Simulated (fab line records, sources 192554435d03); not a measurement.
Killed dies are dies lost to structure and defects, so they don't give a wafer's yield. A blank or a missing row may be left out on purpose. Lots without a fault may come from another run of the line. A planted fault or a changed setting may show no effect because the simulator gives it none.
Chamber matching | flow n5_finfet | N5_HKMG_FIN_ETCH_67 on rie_diel-02: 4 sister chambers
The step etches SOC in N2/H2, stops on TiN, target depth 388.9 nm. 20 wafers are shown with their chamber, then 10 later ones without.

WAFERS WITH THEIR CHAMBER
wafer  | chamber | drypump_motor_current_A (A) | showerhead_plenum_p_Torr (Torr) | throttle_valve_pct (%)
L074.2 | 0       | 5.3                         | 2.51                            | 17.84
L074.5 | 3       | 5.1                         | 2.54                            | 18.37
L074.6 | 0       | 5.2                         | 2.51                            | 17.86
L078.1 | 1       | 5.5                         | 2.64                            | 18.07
L078.3 | 2       | 6.5                         | 2.58                            | 17.92
L078.6 | 3       | 5.1                         | 2.53                            | 18.40
L079.1 | 2       | 6.5                         | 2.58                            | 17.91
L079.4 | 3       | 5.1                         | 2.53                            | 18.41
L079.6 | 1       | 5.5                         | 2.64                            | 18.09
L081.1 | 3       | 5.1                         | 2.53                            | 18.41
L081.4 | 0       | 5.2                         | 2.50                            | 17.47
L081.6 | 3       | 5.1                         | 2.53                            | 18.42
L082.1 | 3       | 5.1                         | 2.53                            | 18.42
L082.4 | 3       | 5.1                         | 2.53                            | 18.41
L082.6 | 1       | 5.5                         | 2.64                            | 18.10
L085.2 | 1       | 5.5                         | 2.64                            | 18.13
L085.4 | 3       | 5.1                         | 2.52                            | 18.44
L085.6 | 1       | 5.5                         | 2.64                            | 18.13
L086.1 | 1       | 5.5                         | 2.64                            | 18.12
L086.2 | 2       | 6.5                         | 2.58                            | 17.93

SIGNATURES (means of the wafers above)
reading                  | chamber 0 | chamber 1 | chamber 2 | chamber 3 | scatter within a chamber
drypump_motor_current_A  | 5.233     | 5.500     | 6.500     | 5.100     | 0.0204
showerhead_plenum_p_Torr | 2.5067    | 2.6400    | 2.5800    | 2.5300    | 0.00408
throttle_valve_pct       | 17.7233   | 18.1067   | 17.9200   | 18.4100   | 0.08
Rule: a wafer's distance from a chamber is the root of the sum, over the readings, of the square of ((its reading less the chamber's mean) divided by the reading's scatter). The wafer belongs to the nearest chamber; if the next one is less than 2 further off, it can't be placed. The scatter: the root of (the sum of the squares of (reading less its chamber's mean) over the shown wafers, divided by (wafers less chambers)).

WAFERS WITHOUT THEIR CHAMBER
wafer  | drypump_motor_current_A (A) | showerhead_plenum_p_Torr (Torr) | throttle_valve_pct (%)
L086.4 | 5.1                         | 2.52                            | 18.44
L091.4 | 5.3                         | 2.49                            | 17.49
L091.5 | 5.5                         | 2.63                            | 18.13
L091.6 | 6.5                         | 2.57                            | 17.95
L096.2 | 6.5                         | 2.57                            | 17.96
L096.3 | 5.1                         | 2.51                            | 18.47
L096.6 | 6.5                         | 2.57                            | 17.96
L097.1 | 5.3                         | 2.49                            | 17.51
L097.4 | 6.5                         | 2.57                            | 17.98
L097.5 | 6.5                         | 2.57                            | 17.95

WHICH CHAMBER EACH WENT THROUGH
wafer  | from the rows above | in truth
L086.4 | 3                   | 3
L091.4 | 0                   | 0
L091.5 | 1                   | 1
L091.6 | 2                   | 2
L096.2 | 2                   | 2
L096.3 | 3                   | 3
L096.6 | 2                   | 2
L097.1 | 0                   | 0
L097.4 | 2                   | 2
L097.5 | 2                   | 2
Placed correctly: 10 of 10. Can't be placed from these rows: 0. Placed wrongly: 0.
